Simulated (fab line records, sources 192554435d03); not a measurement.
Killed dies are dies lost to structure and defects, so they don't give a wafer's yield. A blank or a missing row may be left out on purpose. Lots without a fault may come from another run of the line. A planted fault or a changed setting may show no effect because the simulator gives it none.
fab line records | flow n5_finfet
record lots=4 wafers=12 last_day=19
route steps=1938 shown MOL_CONTACT_COAG@529 PASSIVATION@1936
lots that met no fault: from a run of the same line without faults
start_h: hours from the record's first day to the start of the lot's first wafer shown | wait_h: hours since the lot's step before | " the same as in the row above | L1.1+2: a row that stands for several wafers | - no value, or no start given | * or withheld: withheld | < > ~ a bound
route shown NAME@n: a module of which the file shows steps, and the number in the route of the first | usual: mean/standard deviation of fault-free wafers | same: alike in all rows | chamber/n: place in a boat | sites: the reading at each site | _std_site: their standard deviation | _edge_site: outer sites' mean less inner sites' | radius_mm: how far each site lies from the wafer's centre | mask NAME#n: copy n | behind: the tool/chamber that last shaped the wafer | hold: why the lot was held/for how many hours/how that ended | device: the transistor (n, p or np) that didn't switch | end of line: the same wafers' tests at the end of the route | a step without rows: its recipe alone | killed: dies lost to structure and defects at the first sort, not the wafer's yield | map: a wafer's dies, x killed, . not, _ none there
set.NAME: the setting as run; set.NAME@STEP: as run at that earlier step | model.NAME: the simulator's own value behind a step, which no gauge read
lots at some steps of the route; a table a step, a row a wafer
services: from which hour (start_h, from the record's first day; less than 0 if before it) a tool's chamber was out of use, for how many hours, and why
## steps
# step N5_MOL_CONTACT_COAG_DESCUM_13
# recipe chemistry=O2 time_s=7 source_power_w=50 bias_power_w=20 pressure_mtorr=20 rf_frequency_hz=2.712e+07 temp_c=40 resist=CAR-EUV o2_flow_sccm=225
# step N5_MOL_CONTACT_COAG_ETCH_59
# recipe chemistry=N2/H2 target=underlayer target_depth_a=130 mask_material=CAR-EUV time_s=10.4 ion_energy_ev=200 pressure_mtorr=30 source_w=840 bias_w=150 n2_flow_sccm=200 h2_flow_sccm=200 ends=cleared
# step N5_MOL_CONTACT_COAG_ETCH_105
# recipe chemistry=CF4 target=SiARC target_depth_a=156 mask_material=CAR-EUV time_s=26 ion_energy_ev=80 pressure_mtorr=40 source_w=545 bias_w=36 Ar_flow_sccm=100 cf4_flow_sccm=100 ends=cleared
# step N5_MOL_CONTACT_COAG_ETCH_106
# recipe chemistry=N2/H2 target=SOC target_depth_a=800 overetch_a=160 mask_material=SiARC temp_c=40 time_s=120 ion_energy_ev=200 pressure_mtorr=30 source_w=840 bias_w=150 n2_flow_sccm=200 h2_flow_sccm=200
# step N5_MOL_CONTACT_COAG_STRIP_107
# recipe chemistry=N2/H2 temp_c=40 n2_flow_sccm=200 h2_flow_sccm=200 rf_frequency_hz=6e+07
# step N5_MOL_CONTACT_COAG_STRIP_108
# recipe chemistry=N2/H2 temp_c=40 n2_flow_sccm=200 h2_flow_sccm=200 rf_frequency_hz=6e+07
# step N5_MOL_CONTACT_COAG_CONTACT_ETCH_14
# recipe chemistry=C4F6/O2 target=SiO2 target_depth_a=275 overetch_a=85 mask_material=SOC pressure_mtorr=30 source_w=370 bias_w=185 Ar_flow_sccm=300 C4F6_flow_sccm=16 O2_flow_sccm=10 time_s=20 ion_energy_ev=259.6
# step N5_MOL_CONTACT_COAG_STRIP_109
# recipe chemistry=C4F6/O2 resist=SiARC rf_frequency_hz=6e+07
# step N5_MOL_CONTACT_COAG_ETCH_15
# recipe chemistry=CH3F/O2 target=SiNx target_depth_a=70 mask_material=SOC stop_on=Si:P over_etch_frac=0.75 ion_energy_ev=120 pressure_mtorr=30 source_w=395 bias_w=73 Ar_flow_sccm=150 CH3F_flow_sccm=30 O2_flow_sccm=20
# step N5_MOL_CONTACT_COAG_ETCH_110
# recipe chemistry=CF4/O2 target=Si target_depth_a=25 time_s=8 pressure_mtorr=100 source_w=200 bias_w=12 ion_energy_ev=60 Ar_flow_sccm=100 cf4_flow_sccm=100 O2_flow_sccm=10
# usual drypump_motor_current_A=5.6/0.34 oes_product_au=0.76/0.068 rf_vpp_V=126/3.4 showerhead_plenum_p_Torr=2.25/0.054 throttle_valve_pct=10.9/0.31
# columns lot.wafer tool chamber start_h wait_h drypump_motor_current_A oes_product_au rf_hours_counter_h rf_vpp_V showerhead_plenum_p_Torr throttle_valve_pct
L808.2 rie_diel-03 2 170.56 0.0 6.2 0.71 201 129 2.20 10.9
L808.3 " 3 " " 5.1 0.73 159 126 2.23 10.8
L808.6 " 1 " " 5.8 0.76 - 132 2.25 10.7
L796.1 rie_diel-06 1 207.63 0.0 5.6 0.71 237 124 2.27 11.2
L796.4 " 2 " " 5.5 0.83 87 130 2.24 10.7
L796.6 " 0 " " 5.9 0.84 - 125 2.16 10.5
L817.2 rie_diel-06 0 227.09 0.0 5.9 0.83 91 126 2.16 10.6
L817.4 " 3 " " 5.1 0.70 196 120 2.31 11.3
L817.5 " 1 " " 5.6 0.70 - 123 2.27 11.3
L816.2 rie_diel-06 2 228.13 0.0 5.5 0.82 96 128 2.24 10.7
L816.5 " 1 " " 5.6 0.70 - 123 2.27 11.3
L816.6 " 0 " " 5.9 0.83 - 123 2.16 10.6
# step N5_MOL_CONTACT_COAG_STRIP_98
# recipe chemistry=N2/H2 power_w=500 temp_c=40 pressure_mtorr=50 rf_frequency_hz=6e+07 overash_fraction=0.3 bias_power_w=8 h2_frac=0.5 n2_flow_sccm=300 h2_flow_sccm=300
# step N5_MOL_CONTACT_COAG_IMPLANT_129
# recipe species=Ge energy_kev=3 dose_cm2=6e+14 tilt_deg=0 rotation_deg=0
# step N5_MOL_CONTACT_COAG_PRECLEAN_111
# recipe chemistry=NF3:NH3 afs_cycles=1 temp_c=30 time_s=20 sublimation_temp_c=180 sublimation_time_s=60 pressure_torr=3 rf_power_w=30
# step N5_MOL_CONTACT_COAG_TI_SIL_19
# recipe material=Ti target_thk_a=42 temp_c=200 chamber_pressure_pa=5 power_w=5000 time_s=15
# step N5_MOL_CONTACT_COAG_ALD_20
# recipe material=TiN target_thk_a=15 temp_c=400 ald_precursor_family=TiCl4 ald_co_reactant=NH3 pulse_time_s=1 purge_time_s=3 co_reactant_purge_time_s=2 co_reactant_pulse_time_s=2 ald_cycles=68 pressure_torr=3
# step N5_MOL_CONTACT_COAG_SIL_ANNEAL_21
# recipe temp_c=550 time_s=60 ambient=N2
# step N5_MOL_CONTACT_COAG_PRE_CLEAN_141
# recipe gas=H2/He time_s=60 temp_c=300
# step N5_MOL_CONTACT_COAG_SPUTTER_143
# recipe material=Co target_thk_a=25 temp_c=25 chamber_pressure_pa=0.2
# step N5_MOL_CONTACT_COAG_CO_FILL_22
# recipe material=Co target_thk_a=200 temp_c=200 precursor=CCTBA/H2 pressure_torr=30
# step N5_MOL_CONTACT_COAG_ANNEAL_113
# recipe temp_c=400 time_s=300 ambient=H2/N2
# step N5_MOL_CONTACT_COAG_PRE_CLEAN_142
# recipe gas=H2/He time_s=60 temp_c=300
# step N5_MOL_CONTACT_COAG_SPUTTER_130
# recipe material=Co target_thk_a=475 temp_c=25 chamber_pressure_pa=0.5 power_w=3000
# step N5_MOL_CONTACT_COAG_PRECLEAN_125
# recipe chemistry=DIW time_s=57.5 temp_c=23
# step N5_MOL_CONTACT_COAG_SRD_126
# recipe dry_time_s=32 dry=n2_spin spin_rpm=1500
# step N5_MOL_CONTACT_COAG_CMP_23
# recipe stop_on=SiO2 t_overpolish_s=1.5 post_cmp_clean=cu_alkaline down_force_psi=2 platen_rpm=50.289 pad_velocity_m_s=1.0006 target_thk_nm=0
# step N5_MOL_CONTACT_COAG_WET_ETCH_26
# recipe target=Co target_depth_nm=13
# step N5_MOL_CONTACT_COAG_WET_ETCH_116
# recipe chemistry=SC1-inhibited target_depth_nm=4.6 dry=ipa_marangoni rinse_time_s=30 rinse_temp_c=23
# step N5_MOL_CONTACT_COAG_ALD_27
# recipe material=SiOC target_thk_a=170 temp_c=400 ald_precursor_family=carbosiloxane ald_co_reactant=H2-plasma pulse_time_s=1.5 time_s=2720 purge_time_s=2 co_reactant_purge_time_s=2 ald_cycles=340 pressure_torr=2
# step N5_MOL_CONTACT_COAG_CMP_28
# recipe stop_on=SiNx t_overpolish_s=0.85 post_cmp_clean=alkaline_brush down_force_psi=4.15 platen_rpm=51.8 pad_velocity_m_s=1.0307 target_thk_nm=14.522
# step N5_MOL_CONTACT_COAG_ALD_123
# recipe material=SiNx target_thk_a=50 temp_c=400 ald_precursor_family=SiH2I2 ald_co_reactant=N2/H2-plasma pulse_time_s=1 purge_time_s=2 co_reactant_purge_time_s=2 ald_cycles=100 pressure_torr=2
# step N5_MOL_CONTACT_COAG_PECVD_31
# recipe material=SiO2 target_thk_a=460 temp_c=400 precursor=TEOS/O2 pressure_torr=6.5 rf_w=withheld teos_flow_sccm=withheld gas=O2 flow_sccm=2650 time_s=8.9
# step N5_MOL_CONTACT_COAG_COAT_75
# recipe resist=SOC temp_c=250 time_s=60 spin_rpm=1500 resist_thk_nm=60
# step N5_MOL_CONTACT_COAG_COAT_76
# recipe resist=SiARC temp_c=220 time_s=60 spin_rpm=1500 resist_thk_nm=10
# step N5_MOL_CONTACT_COAG_COAT_77
# recipe resist=underlayer temp_c=205 time_s=60 spin_rpm=1500 resist_thk_nm=10
# step N5_MOL_CONTACT_COAG_COAT_78
# recipe resist=CAR-EUV spin_rpm=1500 resist_thk_nm=40
# step N5_PASSIVATION_PROBE_49
# usual defect_limited_yield=91.0/1.3 killed_at_M0_to_M3=33/10 killed_at_M4_up=14/5.6 killed_at_contacts=12/5.8 killed_at_front_end=43/11 killed_at_other=4.1/2.8 killed_dies=106/15 killed_open=70/12 killed_short=34/7.5 sort_bin_5_function=5.3/0.88 sort_bin_6_memory=3.3/0.64 sort_n_pass=1074/15 sort_yield_pct=91.0/1.3
# same gross_dies=1180 killed_at_back_side=0 sort_bin_4_leakage[%]=0 sort_bin_8_speed[%]=0
# columns lot.wafer tool chamber start_h wait_h defect_limited_yield[%] killed_at_M0_to_M3 killed_at_M4_up killed_at_contacts killed_at_front_end killed_at_other killed_dies killed_open killed_short sort_bin_5_function[%] sort_bin_6_memory[%] sort_n_pass sort_yield_pct[%]
L817.2 prober-01 - 426.54 0.1 79.3 23 28 141 49 3 244 80 32 13.3 4.4 936 79.3
L816.6 prober-01 - 450.21 0.3 81.7 33 7 140 30 6 216 49 34 10.8 4.3 964 81.7
# killed by level:class
L817.2 MOL_CONTACT_COAG:unspecified=131 FIN_SAQP:geometric_particle:open=19 BEOL_M4:geometric_particle:open=12 FIN_SAQP:geometric_particle:short=9 STI_FIN_REVEAL:geometric_particle:open=9 BEOL_M3:geometric_particle:open=9 MOL_CONTACT_COAG:geometric_particle:open=6 BEOL_M1:geometric_particle:open=5
L816.6 MOL_CONTACT_COAG:unspecified=130 MOL_CONTACT_COAG:geometric_particle:open=8 BEOL_M3:geometric_particle:open=7 STI_FIN_REVEAL:geometric_particle:open=7 BEOL_M2:geometric_particle:open=6 BEOL_M1:geometric_particle:open=5 BEOL_M0_SAQP:geometric_particle:short=4 BEOL_M2:geometric_particle:short=4
# map L816.6 (x killed, . not)
_________________............________________
______________.................._____________
___________.........x..............__________
__________.......x.......x.x.x......_________
________x................x.xx.xx.x.xx._______
_______.x........x........xxxxx.xxx.x..______
______.................x.xxxxxxxxxx...x._____
_____..x......xxx......xxxxxxxxxxxxx.....____
____............x....xx.xxxxxxxxxxxx.x....___
___..............x......xxxxxxxxxxxx...xx..__
___......x......x.....x.xxxxxxxxxxxxx......__
__.........xx.....xxxx.xxxxxxxxxxxxx........_
__...x..................xxxxxxxxxxx........._
_......x..x....x......x.x..xxxxxxxxx..x......
_...x....................xxxxx.x.xx..........
_...x..x..x..............x.x............x....
_.x................x......x.x..x..........x..
_x.....x.......x..x........x........x....x...
_...........x........x........x.............x
_..............x..........................x..
_......................x.x...........x....x..
__...............................x.........._
__..x............................x........x._
___......x..x..............................__
___...................................x....__
____x..........x..x.......x............x.x___
_____..xx....................x.......x...____
______....................x....x........_____
_______.........x.............xx.....x.______
________x.....x............x..x.....x._______
__________.........................._________
___________...x.................x..__________
______________................x._____________
_________________............________________
# map L817.2 (x killed, . not)
_________________........x...________________
______________....x........x...._____________
___________............x...........__________
__________........................x._________
________........x..x.x....xx.x...x...._______
_______...x....xx.......x..xxxx.xx...x.______
______x.......x.x.....xxx.xxxxxxxxx.xxx._____
_____.x.xx..........x..x.xxxxxxxxx.xxxx..____
____.x...............xxx.xxxxxxxxxxxxx....___
___.........x.....x...xxxxxxxxxxxxxxxx.....__
___...............x..x.xxxxxxxxxxxxxxx..x..__
__.............x..x.xxxxxxxxxxxxxxxxx..xx..._
__........x......x.....xxxxxxxxxxx..x......._
_.....xx..........x..x..xxxxxxxxxxx......x...
_.............x.........xxx.xxxxxxx.x........
_.x...................xx...x...xx..x.........
_.......................x....................
_.x..x......x.................x..x.x..x..x...
_.................x..................x.....x.
_......x.............x..x........x.........x.
_.x....................x........x............
__.x..x.....................x............x.._
__...........x..............x..xx....x......_
___...x.............x...xxx.........x......__
___..x.........x...xx......................__
____.............x...x..x...x..x.......x..___
_____....................................____
______....x.........x.................x._____
_______.................x.x............______
________......x....x....x..x.........._______
__________......................x.x._________
___________..........x.....xx......__________
______________.....x............_____________
_________________x..x........________________
## services
# columns tool chamber start_h hours kind
rie_diel-03 0 170.10 5.9 repair
rie_diel-03 0 190.51 - clean
rie_diel-03 0 190.51 - consumable_replace:focus_ring
rie_diel-03 0 190.51 12.7 scheduled_down
rie_diel-03 0 190.51 12.7 vent_cycle
## key
first_sign step=N5_PASSIVATION_PROBE_49 reading=killed_at_contacts direction=up sigmas=22 usual=12 struck=140
effect step=N5_PASSIVATION_PROBE_49 reading=killed_dies direction=up sigmas=8.2 usual=106 struck=230
more_kills_born_at N5_MOL_CONTACT_COAG_ETCH_110@rie_diel-06=261
met_at N5_MOL_CONTACT_COAG_ETCH_110
struck_wafers L816.6,L817.2
onset_between 207.63 227.09
fault kind=chamber_particle_source tool=rie_diel-06 chamber=0 onset_h=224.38 steps=N5_MOL_CONTACT_COAG_ETCH_110 rate_per_visit_cm2=1.0159 end_h=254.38
